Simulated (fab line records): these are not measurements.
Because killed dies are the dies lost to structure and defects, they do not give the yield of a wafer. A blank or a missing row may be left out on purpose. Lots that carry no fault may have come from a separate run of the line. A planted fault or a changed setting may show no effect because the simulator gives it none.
Split-lot study    flow n5_finfet    21 wafers read from 7 lots, route of 1938 steps

== SPLIT DETAILS ==
At N5_BEOL_M9_ETCH_66 (etches SOC in N2/H2, target depth 80 nm, overetch 16 nm, time 120 s), the setting time_s was moved away from the recipe's 120 s on 11 of the 21 wafers read, by -10.2% to +20.7%. The other wafers ran this setting at the recipe's value.

Reading taken at the split's own step.

== THE READING ==
SiARC_of_BEOL_M9_COAT_64.thk_nm (the simulator's own value, which no gauge read), in nm, at N5_BEOL_M9_ETCH_66 (etches SOC in N2/H2, target depth 80 nm, overetch 16 nm, time 120 s). No usual value for it is given in the file. Across the 10 wafers here that went through the recipe, the average is 6.5 nm and the standard deviation 0.22 nm.

wafer   tool, chamber at the split  time_s as run, s  against the recipe  SiARC_of_BEOL_M9_COAT_64.thk_nm, nm  against lot-mates on the recipe
L075.1  rie_diel-02, 1              120               recipe              6.4                                  -
L075.2  rie_diel-02, 3              144.8             +20.7%              4.8                                  -1.6
L075.4  rie_diel-02, 2              144.8             +20.7%              5.2                                  -1.2
L078.2  rie_diel-04, 2              127.6             +6.3%               6.2                                  -0.6
L078.6  rie_diel-04, 2              127.6             +6.3%               6.2                                  -0.6
L078.5  rie_diel-04, 3              120               recipe              6.8                                  -
L080.2  rie_diel-02, 2,1            139.5             +16.3%              5.4                                  -0.8
L080.3  rie_diel-02, 2,1            139.5             +16.3%              5.4                                  -0.8
L080.5  rie_diel-02, 3              120               recipe              6.2                                  -
L079.1  rie_diel-03, 0              113.2             -5.7%               6.8                                  +0.2
L079.3  rie_diel-03, 1              120               recipe              6.4                                  -
L079.4  rie_diel-03, 3              120               recipe              6.8                                  -
L082.3  rie_diel-04, 3              120               recipe              6.8                                  -
L082.4  rie_diel-04, 0,1            120               recipe              6.6                                  -
L082.5  rie_diel-04, 0,1            120               recipe              6.6                                  -
L088.1  rie_diel-03, 0              120               recipe              6.2                                  -
L088.5  rie_diel-03, 3              107.7             -10.2%              7.2                                  +1.0
L088.6  rie_diel-03, 0              107.7             -10.2%              6.8                                  +0.6
L089.1  rie_diel-02, 1              120               recipe              6.4                                  -
L089.4  rie_diel-02, 1,2            141               +17.5%              5.4                                  -1.0
L089.6  rie_diel-02, 1,2            141               +17.5%              5.4                                  -1.0
If several chambers appear in one row, that row covers several wafers at once and the file leaves open which wafer was in which chamber.

FIT RESULTS
A straight line over all 21 wafers: SiARC_of_BEOL_M9_COAT_64.thk_nm changes by -0.065 nm for each +1% of time_s; r = -0.95; the points scatter about the line by 0.2 nm.
The same after taking each lot's own level away (the mean of its wafers on the recipe; 21 wafers): -0.0624 nm for each +1%; r = -0.96; scatter 0.17 nm.
According to that fit, moving time_s by its largest amount changes the reading by 1.3 nm.
The lots' own levels span 6.20 to 6.80 nm, that is 2.7 times the standard deviation above.
The two slopes agree, so the slope changes little with the lot-to-lot level.
Check: -1.21 nm against its lot-mates is what the line predicts for one of the wafers moved furthest among these (+20.7%) when that wafer is left out of the fit. Against them it came out at -1.6 nm.

== OTHER SPLITS ON THESE WAFERS ==
These wafers also went through other splits before the reading. Each is held against what the fit with the lots' levels taken away leaves over:
other split on the same wafers      wafers away from the commonest value  r with SiARC_of_BEOL_M9_COAT_64.thk_nm (lot level and that fit taken away)
N5_BEOL_M3_COAT_67 spin_rpm         10                                    +0.17
N5_BEOL_M3_COAT_22 spin_rpm         6                                     -0.04
N5_BEOL_M5_COAT_22 spin_rpm         6                                     +0.03
N5_BEOL_M6_VIA_ETCH_34 time_s       7                                     +0.05
N5_BEOL_M6_ETCH_41 time_s           5                                     +0.22
N5_BEOL_M7_DESCUM_33 time_s         7                                     +0.09
N5_BEOL_M7_TRENCH_ETCH_37 source_w  5                                     -0.31
N5_BEOL_M8_COAT_64 spin_rpm         6                                     -0.37
N5_BEOL_M8_COAT_71 temp_c           9                                     +0.20

== FILE'S OWN FIT ==
SiARC_of_BEOL_M9_COAT_64.thk_nm changes by -0.0618 nm for each +1% of time_s, r = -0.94.
